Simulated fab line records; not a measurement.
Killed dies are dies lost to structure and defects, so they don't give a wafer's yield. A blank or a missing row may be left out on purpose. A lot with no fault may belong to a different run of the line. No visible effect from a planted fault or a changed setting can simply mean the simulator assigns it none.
Matching of chambers | flow n5 finfet | pecvd-01 running N5_SDB_HM_DEP_00: 3 sister chambers
The step deposits SiNx from SiH4/NH3/N2, target thk 40 nm, time 35.3 s. 3 wafers are shown with their chamber, then 8 later ones without.

## WAFERS PAIRED WITH THEIR CHAMBERS
wafer  | chamber | throttle valve pct (%)
L085.4 | 2       | 39.0
L088.2 | 1       | 47.0
L092.1 | 0       | 43.1

## WAFERS WHOSE CHAMBER IS MISSING
wafer  | throttle valve pct (%)
L092.2 | 39.2
L092.5 | 47.0
L095.1 | 39.4
L095.2 | 42.9
L095.3 | 47.2
L095.4 | 42.8
L095.5 | 39.5
L095.6 | 47.2

## CHAMBER TAKEN BY EACH
wafer  | from the rows above | in truth
L092.2 | 2                   | 2
L092.5 | 1                   | 1
L095.1 | 2                   | 2
L095.2 | 0                   | 0
L095.3 | 1                   | 1
L095.4 | 0                   | 0
L095.5 | 2                   | 2
L095.6 | 1                   | 1
Correctly placed: 8 of 8. Not placeable from these rows: 0. Wrongly placed: 0.
How it was worked out, from the rows above alone: a wafer's distance from a chamber is the root of the sum, over the readings, of the square of ((its reading less the chamber's mean) divided by the reading's scatter). The wafer belongs to the nearest chamber; if the next one is less than 2 further off, it can't be placed. The mean given for a chamber averages the wafers shown for that chamber. The scatter: root of mean squared gap, hidden wafer to nearest shown wafer, with one shown wafer a chamber.
